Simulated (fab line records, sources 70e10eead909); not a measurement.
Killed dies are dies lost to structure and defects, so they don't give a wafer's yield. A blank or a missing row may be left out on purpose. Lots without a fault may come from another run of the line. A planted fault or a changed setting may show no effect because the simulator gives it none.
Which tool did it? | flow nand_harc | 11 lots, 33 wafers sampled, at 1 step of a route of 1302

WHAT THE GAUGES READ, wafer by wafer
NHARC_P_M2_INSPECT_11.
lot  | measured     | on                | raw_defect_count
L334 | day 6 19:16  | defect_inspect-02 | 5 8 5
L335 | day 7 05:48  | defect_inspect-01 | 2 3 1
L336 | day 7 18:39  | defect_inspect-02 | 4 5 11
L337 | day 7 23:22  | defect_inspect-02 | 4 3 7
L341 | day 9 20:06  | defect_inspect-01 | 5 4 4
L350 | day 13 15:48 | defect_inspect-01 | 5 7 1
L349 | day 13 16:30 | defect_inspect-02 | 3 4 2
L351 | day 14 08:34 | defect_inspect-01 | 3 11 10
L353 | day 14 19:29 | defect_inspect-02 | 3 4 8
L354 | day 14 20:27 | defect_inspect-02 | 6 3 4
L352 | day 15 01:41 | defect_inspect-01 | 6 6 6

WHICH TOOL RAN EACH LOT (tool, then ch and the chambers of the sampled wafers, then the start)
The record holds no process step before these readings.

WHAT THE TOOLS THEMSELVES READ (means of the sampled wafers that have a number; where no wafer has one, the mark that the record gives instead)
The record holds no such reading with a usual standard deviation.

THE ANSWER, worked out from the rows above alone
Rule: what is usual is taken from the lots themselves. Put in order of their means at a reading, lots are off if they are a third of the lots or fewer, leave a main group of 4 or more, and stand apart from it by a gap of 3 or more times the standard deviation of the main group's means; of several such gaps the widest counts. A main group whose means are all the same, to the digits that the tables above print for the reading, isn't used. A lot without any number at a reading at which 4 lots or more have one is off too. The other lots that the step has rows for count as sound. The gauges are gone through in route order, then the tools' own readings, and for those a lot's mean is taken as printed above. The first step at which some lot is off is used, and at that step the reading that is off furthest; a lot without a number counts as furthest.
No lot is off at any reading shown: from this, nothing can be told.

WHAT THE SIMULATOR HAD PUT IN
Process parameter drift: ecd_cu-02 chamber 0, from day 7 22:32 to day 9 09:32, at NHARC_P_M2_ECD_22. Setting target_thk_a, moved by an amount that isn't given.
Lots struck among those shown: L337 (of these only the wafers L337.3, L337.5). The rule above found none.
